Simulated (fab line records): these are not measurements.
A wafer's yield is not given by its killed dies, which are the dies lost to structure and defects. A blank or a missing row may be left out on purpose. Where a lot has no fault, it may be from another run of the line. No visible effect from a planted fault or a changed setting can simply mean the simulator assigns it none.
Which tool was responsible? :: flow n5 finfet :: 11 lots, 32 wafers sampled, at 3 steps of a route of 1938

== WHAT EACH GAUGE READ, for each wafer ==
N5_BEOL_M5_OVL_MEAS_29.
lot: L904
measured: day 8 13:35
on: overlay-01
V4_OVL (nm): -1.1 -1.0 0.3

lot: L905
measured: day 8 13:55
on: overlay-01
V4_OVL (nm): 0.5 -0.2 0.0

lot: L908
measured: day 9 13:13
on: overlay-02
V4_OVL (nm): 0.2 -0.5

lot: L910
measured: day 9 20:24
on: overlay-01
V4_OVL (nm): -1.0 0.0 0.2

lot: L912
measured: day 10 13:37
on: overlay-01
V4_OVL (nm): 4.7 3.9 5.2

lot: L914
measured: day 10 17:53
on: overlay-02
V4_OVL (nm): 3.5 4.9 4.2

lot: L913
measured: day 10 18:03
on: overlay-02
V4_OVL (nm): 3.8 3.7 3.3

lot: L917
measured: day 11 11:32
on: overlay-01
V4_OVL (nm): -1.3 -1.0 -0.7

lot: L919
measured: day 11 18:04
on: overlay-01
V4_OVL (nm): 1.0 0.9 -0.2

lot: L920
measured: day 11 19:04
on: overlay-01
V4_OVL (nm): -0.5 -1.8 -0.5

lot: L921
measured: day 12 02:36
on: overlay-02
V4_OVL (nm): 0.2 -1.2 -0.6

== WHICH TOOL RAN EACH LOT (tool, then ch and the chambers of the sampled wafers, then the start) ==
lot: L904
N5_BEOL_M5_ILD_DEP_00: pecvd-01 ch 1,2, day 8 10:12
N5_BEOL_M5_EXPOSE_25: euv scanner-02 ch 0, day 8 13:25

lot: L905
N5_BEOL_M5_ILD_DEP_00: pecvd-03 ch 0,1,2, day 8 10:32
N5_BEOL_M5_EXPOSE_25: euv scanner-01 ch 0, day 8 13:45

lot: L908
N5_BEOL_M5_ILD_DEP_00: pecvd-02 ch 1,2, day 9 09:20
N5_BEOL_M5_EXPOSE_25: euv scanner-02 ch 0, day 9 13:02

lot: L910
N5_BEOL_M5_ILD_DEP_00: pecvd-02 ch 0, day 9 14:07
N5_BEOL_M5_EXPOSE_25: euv scanner-01 ch 0, day 9 20:14

lot: L912
N5_BEOL_M5_ILD_DEP_00: pecvd-02 ch 0,1,2, day 10 09:25
N5_BEOL_M5_EXPOSE_25: euv scanner-01 ch 0, day 10 13:26

lot: L914
N5_BEOL_M5_ILD_DEP_00: pecvd-03 ch 0,1, day 10 15:32
N5_BEOL_M5_EXPOSE_25: euv scanner-01 ch 0, day 10 17:43

lot: L913
N5_BEOL_M5_ILD_DEP_00: pecvd-01 ch 0,1,2, day 10 15:48
N5_BEOL_M5_EXPOSE_25: euv scanner-01 ch 0, day 10 17:53

lot: L917
N5_BEOL_M5_ILD_DEP_00: pecvd-03 ch 0,1, day 11 08:26
N5_BEOL_M5_EXPOSE_25: euv scanner-02 ch 0, day 11 11:22

lot: L919
N5_BEOL_M5_ILD_DEP_00: pecvd-02 ch 0,1,2, day 11 14:14
N5_BEOL_M5_EXPOSE_25: euv scanner-02 ch 0, day 11 17:54

lot: L920
N5_BEOL_M5_ILD_DEP_00: pecvd-03 ch 0,1, day 11 16:11
N5_BEOL_M5_EXPOSE_25: euv scanner-02 ch 0, day 11 18:54

lot: L921
N5_BEOL_M5_ILD_DEP_00: pecvd-01 ch 1,2, day 11 21:38
N5_BEOL_M5_EXPOSE_25: euv scanner-02 ch 0, day 12 02:26
- N5_BEOL_M5_ILD_DEP_00: deposits SiCOH lowk from DEMS/porogen, target thk 140.64 nm, time 25.9 s.
- N5_BEOL_M5_EXPOSE_25: exposes mask V4, defocus 10 nm.

== AS READ BY THE TOOLS THEMSELVES (means over the sampled wafers that have a number; for cases with no such wafer, the mark the record gives instead) ==
N5_BEOL_M5_ILD_DEP_00.
lot: L904
tool: pecvd-01
heater power w (W): 344
showerhead plenum p Torr (Torr): 5.751
throttle valve pct (%): 13.4

lot: L905
tool: pecvd-03
heater power w (W): 259
showerhead plenum p Torr (Torr): 5.732
throttle valve pct (%): 13.7

lot: L908
tool: pecvd-02
heater power w (W): 302
showerhead plenum p Torr (Torr): 5.738
throttle valve pct (%): 13.9

lot: L910
tool: pecvd-02
heater power w (W): 243
showerhead plenum p Torr (Torr): 5.731
throttle valve pct (%): 14.4

lot: L912
tool: pecvd-02
heater power w (W): 294
showerhead plenum p Torr (Torr): 5.734
throttle valve pct (%): 14.0

lot: L914
tool: pecvd-03
heater power w (W): 220
showerhead plenum p Torr (Torr): 5.736
throttle valve pct (%): 13.8

lot: L913
tool: pecvd-01
heater power w (W): 365
showerhead plenum p Torr (Torr): 5.751
throttle valve pct (%): 14.0

lot: L917
tool: pecvd-03
heater power w (W): 218
showerhead plenum p Torr (Torr): 5.739
throttle valve pct (%): 13.8

lot: L919
tool: pecvd-02
heater power w (W): 303
showerhead plenum p Torr (Torr): 5.739
throttle valve pct (%): 14.0

lot: L920
tool: pecvd-03
heater power w (W): 237
showerhead plenum p Torr (Torr): 5.733
throttle valve pct (%): 13.7

lot: L921
tool: pecvd-01
heater power w (W): 317
showerhead plenum p Torr (Torr): 5.743
throttle valve pct (%): 13.6

== THE ANSWER, worked out from the rows above alone ==
Rule: usual is defined by the lots themselves. Put in order of their means at a reading, lots are off if they are a third of the lots or fewer, leave a main group of 4 or more, and stand apart from it by a gap of 3 or more times the standard deviation of the main group's means; of several such gaps the widest counts. Not used: any main group whose means are identical at the precision the tables above print for the reading. Also off: a lot with no number at a reading for which 4 or more lots have one. Any other lot the step has rows for is counted as sound. Order of review: gauges by route order, followed by the tools' own readings, for which a lot's mean as printed above is used. The first step at which some lot is off is used, and at that step the reading that is off furthest; a lot without a number counts as furthest.
Off: L912, L914, L913, at N5_BEOL_M5_OVL_MEAS_29 (V4_OVL). For the main group the mean is -0.4 nm and the standard deviation 0.49.
If a tool, at a process step before that reading, ran all the lots that are off and no sound lot after the first of them, it fits. The gauges at N5_BEOL_M5_OVL_MEAS_29 are tried like those tools. One fits: N5_BEOL_M5_EXPOSE_25 on euv scanner-01. Its last sound lot is L910 (day 9 20:14), its first lot that is off L912 (day 10 13:26): a fault that began between those two fits.

== WHAT THE SIMULATOR HAD PUT IN ==
Scanner matching overlay: euv scanner-01, from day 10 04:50 on, at N5_BEOL_M5_EXPOSE_25. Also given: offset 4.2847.
Struck lots among those shown: L912, L914, L913. Same finding as the rule above.
